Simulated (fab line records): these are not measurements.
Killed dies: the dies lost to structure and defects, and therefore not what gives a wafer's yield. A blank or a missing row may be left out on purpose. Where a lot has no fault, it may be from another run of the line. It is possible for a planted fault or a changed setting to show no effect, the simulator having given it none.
Chamber matching | flow n5_finfet | pecvd-04 running N5_PMOS_HMC_CHANNEL_EPI_HM_DEP_34: 3 sister chambers
The step deposits SiO2 from TEOS/O2, target thk 36 nm, time 6.9 s. 3 wafers are shown with their chamber, then 8 later ones without.

== EACH WAFER AND ITS CHAMBER ==
wafer  | chamber | throttle_valve_pct (%)
L089.3 | 0       | 17.7
L089.4 | 1       | 18.1
L091.3 | 2       | 20.0

== WAFERS WITH NO CHAMBER GIVEN ==
wafer  | throttle_valve_pct (%)
L091.4 | 17.5
L091.5 | 19.9
L095.2 | 18.2
L095.3 | 17.6
L095.6 | 20.0
L097.2 | 17.6
L097.3 | 17.6
L097.5 | 17.2

== EACH ONE'S CHAMBER ==
wafer  | from the rows above     | in truth
L091.4 | can't be placed: 0 or 1 | 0
L091.5 | 2                       | 2
L095.2 | can't be placed: 1 or 0 | 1
L095.3 | can't be placed: 0 or 1 | 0
L095.6 | 2                       | 2
L097.2 | can't be placed: 0 or 1 | 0
L097.3 | can't be placed: 0 or 1 | 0
L097.5 | can't be placed: 0 or 1 | 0
Correctly placed: 2 of 8. Unplaceable from these rows: 6, with the true chamber sitting among the candidates in 6. 0 placed wrongly.
How it was worked out, from the rows above alone: a wafer's distance from a chamber is the root of the sum, over the readings, of the square of ((its reading less the chamber's mean) divided by the reading's scatter). The wafer belongs to the nearest chamber; if the next one is less than 2 further off, it can't be placed. The mean given for a chamber averages the wafers shown for that chamber. The scatter (one wafer shown for each chamber): square how far every hidden wafer sits from the nearest shown wafer, average those squares and take the square root.
